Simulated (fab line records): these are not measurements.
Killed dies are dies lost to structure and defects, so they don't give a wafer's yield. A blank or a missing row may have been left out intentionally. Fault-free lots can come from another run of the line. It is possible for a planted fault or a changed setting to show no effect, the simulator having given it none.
Matching of chambers -- flow n5 finfet -- N5_HKMG_FIN_ALD_36 on ald metal-01: 4 sister chambers
The step deposits TiN, target thk 1 nm, pulse time 1 s, purge time 3 s. 17 wafers are shown with their chamber, then 8 later ones without.

## WAFERS, EACH WITH ITS CHAMBER
wafer,chamber,heater power w (W),precursor pulse height rel
L656.1,0,822,0.977
L656.2,2,921,0.982
L656.6,3,812,0.996
L658.1,3,889,1.012
L658.2,1,935,0.998
L658.6,2,914,1.010
L661.1,2,973,0.983
L661.2,3,855,0.974
L662.1,2,918,1.017
L662.3,1,926,1.038
L662.6,0,856,1.020
L668.1,2,913,0.992
L668.4,3,865,0.991
L668.6,0,841,1.020
L670.1,0,822,0.996
L670.4,2,938,0.993
L670.5,2,946,1.015

SIGNATURES, as means of the wafers listed above
reading,chamber 0,chamber 1,chamber 2,chamber 3,scatter within a chamber
heater power w,835.25,930.50,931.86,855.25,23
precursor pulse height rel,1.00325,1.01800,0.99886,0.99325,0.0179
Rule: for a wafer and a chamber, the distance is found by dividing, reading by reading, the gap between the wafer's reading and the chamber's mean by the reading's scatter, squaring, summing and taking the root. The wafer belongs to the nearest chamber; if the next one is less than 2 further off, it can't be placed. The scatter: the root of (the sum of the squares of (reading less its chamber's mean) over the shown wafers, divided by (wafers less chambers)).

## WAFERS WHOSE CHAMBER IS MISSING
wafer,heater power w (W),precursor pulse height rel
L669.1,843,0.999
L669.3,924,0.995
L669.4,804,0.996
L674.4,832,1.017
L674.5,929,1.004
L675.1,838,1.000
L675.2,916,0.991
L675.5,910,0.992

## CHAMBER TAKEN BY EACH
wafer,from the rows above,in truth
L669.1,can't be placed: 0 or 3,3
L669.3,can't be placed: 2 or 1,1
L669.4,can't be placed: 0 or 3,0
L674.4,can't be placed: 0 or 3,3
L674.5,can't be placed: 2 or 1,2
L675.1,can't be placed: 0 or 3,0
L675.2,can't be placed: 2 or 1 or 3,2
L675.5,can't be placed: 2 or 1 or 3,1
Correctly placed: 0 of 8. Unplaceable from these rows: 8, with the true chamber sitting among the candidates in 8. Placed wrongly: 0.
